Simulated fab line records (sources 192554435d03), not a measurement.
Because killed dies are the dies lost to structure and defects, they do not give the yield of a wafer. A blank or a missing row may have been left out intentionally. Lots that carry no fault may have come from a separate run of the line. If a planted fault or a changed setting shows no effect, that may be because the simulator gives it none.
Matching of chambers    flow n5-finfet    rie-diel-01 running N5_SDB_ETCH_17: 4 sister chambers
The step etches SiARC in CF4, target depth 23.4 nm, time 39 s. 4 wafers are shown with their chamber, then 9 later ones without.

## EACH WAFER AND ITS CHAMBER
wafer   chamber  throttle-valve-pct (%)
L087.3  3        15.75
L087.4  1        15.21
L088.2  0        15.89
L088.5  2        15.86

## WAFERS WITHOUT THEIR CHAMBER
wafer   throttle-valve-pct (%)
L092.2  15.22
L092.4  15.77
L092.6  15.22
L094.1  15.24
L094.4  15.90
L094.6  15.79
L096.2  15.90
L096.3  15.38
L096.4  15.24

## CHAMBER TAKEN BY EACH
wafer    from the rows above            in truth
L092.2   1                              1
L092.4   can't be placed: 3 or 2 or 0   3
L092.6   1                              1
L094.1   1                              1
L094.4   can't be placed: 0 or 2        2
L094.6   can't be placed: 3 or 2 or 0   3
L096.2   can't be placed: 0 or 2        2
L096.3   1                              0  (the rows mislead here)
L096.4   1                              1
Placed correctly: 4 of 9. From these rows, 4 cannot be placed; in 4 the true chamber is one of the candidates. Number placed wrongly: 1.
How it was worked out, from the rows above alone: a wafer's distance from a chamber is the root of the sum, over the readings, of the square of ((its reading less the chamber's mean) divided by the reading's scatter). The wafer belongs to the nearest chamber; if the next one is less than 2 further off, it can't be placed. Each chamber's mean is taken over the wafers shown for it. The scatter: root of mean squared gap, hidden wafer to nearest shown wafer, with one shown wafer a chamber.
